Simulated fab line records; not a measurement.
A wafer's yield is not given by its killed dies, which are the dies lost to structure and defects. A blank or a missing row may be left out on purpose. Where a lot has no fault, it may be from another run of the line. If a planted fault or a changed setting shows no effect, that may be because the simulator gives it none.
Problem report, 8D (eight disciplines) form, completed by code + flow n5-finfet + the parts of the form that need people (team, actions taken, sign-off) are left out

== 1. THE ISSUE ==
At N5_PASSIVATION_PROBE_49, killed_at_M4_up averages 103 over 6 wafers from 2 lots, while fault-free wafers read 14, standard deviation 5.6. Measured from the usual mean, that is +16 standard deviations.
First seen on wafer L920.1, day 14 05:27, on prober-01. Wafers with a number at this step in the record: 9, from 3 lots. Rule for "out", or "out of limits": more than 4 standard deviations from the usual mean. All remaining wafers that have a number are taken as sound.

== 2. WHAT IT IS AND WHAT IT IS NOT ==
| question                    | is                     | is not                                                                                                       |
|-----------------------------|------------------------|--------------------------------------------------------------------------------------------------------------|
| which readings at this step | killed_at_M4_up        | killed_at_M0_to_M3, killed-at-contacts, killed-at-front-end, killed-at-other, killed-short, sort_bin_8_speed |
| which lots                  | L920, L925             | L928                                                                                                         |
| which wafers of those lots  | all that have a number | -                                                                                                            |
| read on which tools         | prober-01, prober-02   | -                                                                                                            |
| when                        | from day 14 05:27      | up to then (0 sound wafers); but 3 sound wafers of L928 came after                                           |

== 3. THE SUSPECTS, EACH WITH WHAT RULES IT OUT ==
Counting: a tool at any process step up to the reading remains a suspect when it ran all the lots that are out and ran no sound lot after the first of those.
- pvd-sputter-03 at N5_BEOL_M6_PRE_CLEAN_45 (time 30 s): kept. It ran every lot that is out, first L920 (day 10 17:18), and no sound lot after that.
- pecvd-01 at N5_PASSIVATION_PECVD_55 (deposits SiO2 from SiH4/N2O, target thk 400 nm, time 22.5 s): ruled out as a lasting fault. After its first lot that is out, L920 (day 13 21:33), sound lots L928 ran on it.
After counting, what remains is pvd-sputter-03 at N5_BEOL_M6_PRE_CLEAN_45.

== 4. THE CAUSE (what the simulator had put in) ==
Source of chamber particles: pvd-sputter-03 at N5_BEOL_M6_PRE_CLEAN_45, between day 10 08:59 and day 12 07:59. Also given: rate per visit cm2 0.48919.
Counting left only this tool.

== 5. THE EFFECT CHAIN, in route order ==
Each row: a reading whose mean over the struck wafers that have a number lies more than 3 standard deviations from the usual. Readings are gone through only where the record gives a usual standard deviation; hours: the median, over the lots, of the time from a lot's start at the first step in this table giving one to that lot's start at this step; sigmas: the change measured in usual standard deviations.
| hours | step                    | reading              | usual  | on struck wafers | change | sigmas |
|-------|-------------------------|----------------------|--------|------------------|--------|--------|
| 0     | N5_PASSIVATION_PROBE_49 | defect-limited-yield | 91.1 % | 83.8             | -7.2   | -5.2   |
| 0     | N5_PASSIVATION_PROBE_49 | killed_at_M4_up      | 14     | 103              | +89    | +16    |
| 0     | N5_PASSIVATION_PROBE_49 | killed-dies          | 105    | 190              | +86    | +5.3   |
| 0     | N5_PASSIVATION_PROBE_49 | sort_bin_5_function  | 5.2 %  | 10.5             | +5.3   | +6.2   |
| 0     | N5_PASSIVATION_PROBE_49 | sort-n-pass          | 1074   | 990              | -84    | -4.0   |
| 0     | N5_PASSIVATION_PROBE_49 | sort-yield-pct       | 91.0 % | 83.8             | -7.2   | -4.0   |
Its process steps:
- N5_PASSIVATION_PROBE_49

== 6. HOW IT WOULD HAVE BEEN CAUGHT EARLIER ==
The fault began at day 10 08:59; the first out-of-limits reading in this record came at day 14 05:27, 92 hours later.
No tool reading at N5_BEOL_M6_PRE_CLEAN_45 that has a usual standard deviation in the record was out on any struck wafer, so an alarm limit of 4 standard deviations on those readings would not have fired.
The start of N5_BEOL_M6_PRE_CLEAN_45 on pvd-sputter-03 came by day 14 05:27 for every one of the lots that are out (2). Holding the tool at that point would not have protected any of them.
